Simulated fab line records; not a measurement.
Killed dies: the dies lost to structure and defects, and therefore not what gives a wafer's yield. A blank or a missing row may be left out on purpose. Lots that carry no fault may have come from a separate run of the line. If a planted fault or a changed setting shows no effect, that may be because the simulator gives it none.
fab line records | flow nandHarc
[record] lots = 6 wafers = 18 lastDay = 33
route steps=1302 shown A_ONON_D1@434
lots that met no fault: taken from a fault-free run of the same line
startH: start of the lot's first displayed wafer, in hours after the record's first day | waitH: hours from the lot's prior step to this one | " the same as in the row above | L1.1+2: a single row standing in for several wafers | - value missing, or start not given | * or withheld: withheld | < > ~ a bound
route shown NAME@n: a module of which the file shows steps, and the number in the route of the first | usual: average and standard deviation across the fault-free wafers | same: alike in all rows | chamber/n: place in a boat | sites: per-site readings | _std_site: the values' standard deviation | _edge_site: outer sites' mean less inner sites' | radiusMm: for every site, how far away it sits from the centre of the wafer | mask NAME#n: copy n | behind: the last tool/chamber to shape the wafer | hold: the reason the lot was held/the length of the hold in hours/how it ended | device: transistor that didn't switch, given as n, p or np | end of line: the same wafers' tests at the end of the route | a step given without rows: its recipe and nothing more | killed: at the first sort, the dies lost to defects and structure; wafer yield is something else | map: a wafer's dies, x killed, . not, _ none there
set.NAME: the run value of the setting; set.NAME@STEP: its run value at that earlier step | model.NAME: the simulator's own value behind a step, which no gauge read
lots seen at some steps along the route; tables by step, rows by wafer
services: the hour from which a tool's chamber was out of use, counted from the record's first day as startH (under 0 if before that day), plus the number of hours and why
[[steps]]
[step NHARC_A_ONON_D1_ANNEAL_15]
[recipe] tempC = 750 timeS = 3600
[step NHARC_A_ONON_D1_DEP_16]
[recipe] targetThkA = 10000 n2FlowSccm = 2750 n2oFlowSccm = 2000 nh3FlowSccm = 500 sih4FlowSccm = 210 tempC = 400
[step NHARC_A_ONON_D1_THK_MEAS_18]
[recipe] thkMeasGauge = ellipsometry
[usual] thkNm = 998/8.3
// columns lot.wafer tool chamber startH waitH thkNm
L997.3 filmMetro-02 - 192.71 - 994
L997.4 " - " " 992
L997.6 " - " " 991
L103.3 filmMetro-01 - 259.31 - 992
L103.5 " - " " 991
L103.6 " - " " 989
L107.3 filmMetro-02 - 284.36 - 1003
L107.4 " - " " 1004
L107.6 " - " " 1003
L115.3 filmMetro-01 - 369.60 - 990
L115.4 " - " " 989
L115.6 " - " " 993
L116.1 filmMetro-01 - 378.55 - 993
L116.2 " - " " 992
L116.5 " - " " 992
L118.1 filmMetro-02 - 397.06 - 993
L118.3 " - " " 992
L118.4 " - " " 992
[step NHARC_A_ONON_D1_DEP_19]
[recipe] targetThkA = 10000 n2FlowSccm = 2750 n2oFlowSccm = 2000 nh3FlowSccm = 500 sih4FlowSccm = 210 tempC = 400
[step NHARC_A_ONON_D1_THK_MEAS_21]
[recipe] thkMeasGauge = ellipsometry
[usual] thkNm = 998/7.5
// columns lot.wafer tool chamber startH waitH thkNm
L997.3 filmMetro-02 - 193.28 - 1001
L997.4 " - " " 1002
L997.6 " - " " 1004
L103.3 filmMetro-02 - 259.88 - 1009
L103.5 " - " " 1009
L103.6 " - " " 1012
L107.3 filmMetro-02 - 284.93 - 1001
L107.4 " - " " 1002
L107.6 " - " " 1004
L115.3 filmMetro-02 - 370.16 - 993
L115.4 " - " " 992
L115.6 " - " " 993
L116.1 filmMetro-01 - 379.12 - 1000
L116.2 " - " " 1001
L116.5 " - " " 999
L118.1 filmMetro-01 - 397.63 - 991
L118.3 " - " " 988
L118.4 " - " " 989
[step NHARC_A_ONON_D1_DEP_22]
[recipe] targetThkA = 10000 n2FlowSccm = 2750 n2oFlowSccm = 2000 nh3FlowSccm = 500 sih4FlowSccm = 210 tempC = 400
[step NHARC_A_ONON_D1_THK_MEAS_24]
[recipe] thkMeasGauge = ellipsometry
[usual] thkNm = 1002/11
// columns lot.wafer tool chamber startH waitH thkNm
L997.3 filmMetro-02 - 193.84 - 992
L997.4 " - " " 994
L997.6 " - " " 991
L103.3 filmMetro-02 - 260.45 - 996
L103.5 " - " " 998
L103.6 " - " " 999
L107.3 filmMetro-01 - 285.49 - 981
L107.4 " - " " 982
L107.6 " - " " 984
L115.3 filmMetro-02 - 370.73 - 1010
L115.4 " - " " 1007
L115.6 " - " " 1009
L116.1 filmMetro-01 - 379.68 - 1010
L116.2 " - " " 1011
L116.5 " - " " 1012
L118.1 filmMetro-02 - 398.20 - 1023
L118.3 " - " " 1021
L118.4 " - " " 1022
[step NHARC_A_ONON_D1_DEP_25]
[recipe] targetThkA = 10000 n2FlowSccm = 2750 n2oFlowSccm = 2000 nh3FlowSccm = 500 sih4FlowSccm = 210 tempC = 400
[step NHARC_A_ONON_D1_THK_MEAS_27]
[recipe] thkMeasGauge = ellipsometry
[usual] thkNm = 1001/9.9
// columns lot.wafer tool chamber startH waitH thkNm
L997.3 filmMetro-02 - 194.41 - 1003
L997.4 " - " " 1004
L997.6 " - " " 1003
L103.3 filmMetro-02 - 261.01 - 1011
L103.5 " - " " 1010
L103.6 " - " " 1011
L107.3 filmMetro-01 - 286.06 - 1005
L107.4 " - " " 1003
L107.6 " - " " 1002
L115.3 filmMetro-02 - 371.30 - 987
L115.4 " - " " 987
L115.6 " - " " 988
L116.1 filmMetro-01 - 380.25 - 989
L116.2 " - " " 988
L116.5 " - " " 989
L118.1 filmMetro-01 - 398.79 - 995
L118.3 " - " " 995
L118.4 " - " " 994
[step NHARC_A_ONON_D1_DEP_28]
[recipe] targetThkA = 10000 n2FlowSccm = 2750 n2oFlowSccm = 2000 nh3FlowSccm = 500 sih4FlowSccm = 210 tempC = 400
[step NHARC_A_ONON_D1_THK_MEAS_30]
[recipe] thkMeasGauge = ellipsometry
[usual] thkNm = 1000/11
// columns lot.wafer tool chamber startH waitH thkNm
L997.3 filmMetro-01 - 194.97 - 1009
L997.4 " - " " 1007
L997.6 " - " " 1007
L103.3 filmMetro-02 - 261.59 - 997
L103.5 " - " " 993
L103.6 " - " " 993
L107.3 filmMetro-02 - 286.62 - 1000
L107.4 " - " " 1001
L107.6 " - " " 1001
L115.3 filmMetro-02 - 371.87 - 1000
L115.4 " - " " 1000
L115.6 " - " " 1001
L116.1 filmMetro-01 - 380.82 - 983
L116.2 " - " " 985
L116.5 " - " " 985
L118.1 filmMetro-01 - 399.38 - 990
L118.3 " - " " 989
L118.4 " - " " 990
[step NHARC_A_ONON_D1_DEP_33]
[recipe] targetThkA = 2000 tempC = 400 pressureTorr = 6.5 rfW = 900 teosFlowSccm = 161.4 flowSccm = 2650 targetThkNm = 200 gas = O2 material = SiO2
[usual] flowSccm = 2650/6.9 heaterPowerW = 532/90 mfcPrecursorSccm = 161.4/0.5 throttleValvePct = 15.8/0.51
// columns lot.wafer tool chamber startH waitH flowSccm heaterPowerW mfcPrecursorSccm sinceWetCleanH throttleValvePct
L997.3 pecvd-01 1 195.03 0.1 2646 520 161.6 52 15.9
L997.4 " 1 " " 2644 528 160.9 - 15.8
L997.6 " 0 " " 2665 642 160.9 - 15.5
L103.3 pecvd-02 0 261.69 0.1 2639 430 161.9 21 15.2
L103.6 " 0 " " 2643 439 162.0 - 15.1
L103.5 " 1 " " 2660 554 161.4 - 16.1
L107.3 pecvd-01 0 286.94 0.3 2658 654 161.0 144 15.7
L107.6 " 2 " " 2648 560 162.1 - 16.6
L107.4 " 1 " " 2648 543 161.9 - 16.1
L115.3 pecvd-02 1 371.97 0.1 2663 525 148.4 132 16.4
L115.4 " 1 " " 2658 552 148.7 - 16.4
L115.6 " 2 " " 2649 514 148.8 - 15.4
L116.2 pecvd-02 2 380.87 0.1 2656 470 149.7 141 15.3
L116.1 " 1 " " 2663 600 148.9 141 16.4
L116.5 " 2 " " 2657 488 149.7 - 15.3
L118.1 pecvd-01 0 399.44 0.1 2646 751 162.4 75 15.3
L118.3 " 1 " " 2648 486 160.9 75 16.2
L118.4 " 0 " " 2642 571 162.8 - 15.3
[step NHARC_A_ONON_D1_THK_MEAS_34]
[recipe] thkMeasGauge = ellipsometry
[usual] thkNm = 200.8/2.8
// columns lot.wafer tool chamber startH waitH thkNm
L997.3 filmMetro-01 - 195.44 - 199.9
L997.4 " - " " 206.2
L997.6 " - " " 201.3
L103.3 filmMetro-01 - 262.06 - 203.2
L103.5 " - " " 200.2
L103.6 " - " " 204.2
L107.3 filmMetro-02 - 287.31 - 200.8
L107.4 " - " " 204.1
L107.6 " - " " 204.2
L115.3 filmMetro-01 - 372.34 - 183.1
L115.4 " - " " 188.1
L115.6 " - " " 182.4
L116.1 filmMetro-01 - 381.29 - 184.2
L116.2 " - " " 183.7
L116.5 " - " " 185.9
L118.1 filmMetro-02 - 399.85 - 194.6
L118.3 " - " " 196.5
L118.4 " - " " 198.3
[[services]]
// columns tool chamber startH hours kind
pecvd-02 - 227.37 13.0 pm
pecvd-02 0 227.37 13.0 ventCycle
pecvd-02 1 227.37 13.0 ventCycle
pecvd-02 2 227.37 13.0 ventCycle
pecvd-02 0 240.37 - clean
pecvd-02 1 240.37 - clean
pecvd-02 2 240.37 - clean
pecvd-01 - 308.66 0.9 repair
pecvd-01 - 311.45 13.0 pm
pecvd-01 0 311.45 13.0 ventCycle
pecvd-01 1 311.45 13.0 ventCycle
pecvd-01 2 311.45 13.0 ventCycle
pecvd-01 0 324.45 - clean
pecvd-01 1 324.45 - clean
pecvd-01 2 324.45 - clean
pecvd-02 - 337.71 0.2 repair
pecvd-01 2 344.35 11.9 repair
pecvd-02 2 384.12 186.0 repair
[[key]]
[firstSign] step = NHARC_A_ONON_D1_DEP_33 reading = mfcPrecursorSccm direction = down sigmas = 25 usual = 161.4 struck = 149.0
[effect] step = NHARC_A_ONON_D1_THK_MEAS_34 reading = thkNm direction = down sigmas = 5.8 usual = 200.8 struck = 184.6
metAt NHARC_A_ONON_D1_DEP_33
struckWafers L115.3,L115.4,L115.6,L116.1,L116.2,L116.5
testerLeftOut L115,L116
onsetBetween 261.69 371.97
[fault] kind = processParameterDrift tool = pecvd-02 chamber = - onsetH = 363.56 steps = NHARC_A_ONON_D1_DEP_33 channel = teosFlowSccm offset = * shape = step endH = 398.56 actsIn = * stated = *
// testerLeftOut: of these lots the tester's yield and bins aren't shown, on N5 and GAA mostly nor the transistor test; their killed dies are dies lost to structure and defects alone, not to doping, threshold or leakage, so they don't give the yield
